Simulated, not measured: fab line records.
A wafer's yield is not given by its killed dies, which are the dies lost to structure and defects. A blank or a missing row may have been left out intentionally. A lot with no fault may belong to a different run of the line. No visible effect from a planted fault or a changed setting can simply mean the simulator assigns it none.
The same fault as seen by 3 desks / flow nandHarc / only its own numbers are on each desk; what lay behind them is given at the end

## THE DEFECT DESK
Per lot, the means of the sampled wafers with a number show what the inspections along the route counted. Any lot whose mean is over 4 standard deviations away from the usual mean is out of limits and marked OUT; that distance is given in the brackets.
Columns: A = rawDefectCount at NHARC_P_STI_INSPECT_11, usual 5.9
lot=L634; first seen here=day 2 20:48; A=4.7
lot=L636; first seen here=day 3 17:02; A=9.0
lot=L643; first seen here=day 6 17:35; A=6.7
lot=L644; first seen here=day 7 02:22; A=5.7
lot=L645; first seen here=day 7 08:53; A=9.7
lot=L646; first seen here=day 7 18:56; A=7.0
lot=L648; first seen here=day 8 14:49; A=3.7
lot=L649; first seen here=day 9 00:29; A=4.0
lot=L651; first seen here=day 9 20:22; A=3.3
lot=L653; first seen here=day 10 18:20; A=5.7
lot=L654; first seen here=day 11 03:25; A=3.7
lot=L657; first seen here=day 12 10:17; A=9.7
Result from this desk: across the 12 lots, nothing is out of limits.

## DESK OF THE TOOL OWNER: krfScanner-03
The tool's own readings at NHARC_P_ZERO_WELL_EXPOSE_21 (exposes mask P NWELL, target cd 720 nm): means of the sampled wafers that have a number, for each lot that ran on this tool. Any lot whose mean is over 4 standard deviations away from the usual mean is out of limits and marked OUT; that distance is given in the brackets.
Columns: A = exposureDoseMJCm2 at NHARC_P_ZERO_WELL_EXPOSE_21, usual 22.308
lot=L643; first seen here=day 5 16:26; A=18.792 (-99 or more) OUT
lot=L645; first seen here=day 6 12:25; A=18.761 (-99 or more) OUT
This desk's verdict: out of limits on L643, L645, starting with L643 at day 5 16:26 (exposureDoseMJCm2 at NHARC_P_ZERO_WELL_EXPOSE_21). In limits: none.

## FROM THE METROLOGY DESK
Means of the sampled wafers that have a number, per lot and without regard to the tool the lot ran on: this is what the gauges read. Any lot whose mean is over 4 standard deviations away from the usual mean is out of limits and marked OUT; that distance is given in the brackets.
Columns: A = cdNm at NHARC_P_ZERO_WELL_CD_MEAS_24, usual 719.8 nm
lot=L634; first seen here=day 1 22:33; A=720.4
lot=L636; first seen here=day 2 18:21; A=720.9
lot=L643; first seen here=day 5 16:35; A=688.7 (-18) OUT
lot=L644; first seen here=day 6 02:32; A=721.1
lot=L645; first seen here=day 6 12:35; A=690.4 (-17) OUT
lot=L646; first seen here=day 6 22:35; A=719.8
lot=L648; first seen here=day 7 18:34; A=719.7
lot=L649; first seen here=day 8 04:31; A=717.7
lot=L651; first seen here=day 9 00:38; A=720.1
lot=L653; first seen here=day 9 20:52; A=719.0
lot=L654; first seen here=day 10 06:30; A=718.8
lot=L657; first seen here=day 11 12:28; A=721.8
This desk's verdict: out of limits on L643, L645, starting with L643 at day 5 16:35 (cdNm at NHARC_P_ZERO_WELL_CD_MEAS_24). L634, L636, L644, L646, L648, L649, L651, L653, L654, L657: within limits.

## PUT TOGETHER
At day 5 16:26, on L643, L645, the tool owner's desk was in a position to raise an alarm.
At day 5 16:35 the metrology desk could have sounded an alarm, on L643, L645.
No out-of-limits result turned up at the defect desk.
The defect desk has L643, L645 on record, within its limits.
The lots listed all ran NHARC_P_ZERO_WELL_EXPOSE_21 on krfScanner-03.

## WHAT THE SIMULATOR HAD INSERTED
Drift in process parameters on krfScanner-03 at NHARC_P_ZERO_WELL_EXPOSE_21, starting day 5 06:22. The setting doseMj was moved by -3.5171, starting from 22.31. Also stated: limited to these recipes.
Struck lots among those shown: L643, L645.
Counting hours from when the fault started, the first reading out of limits came at 10 for the tool owner's desk and at 10 for the metrology desk.
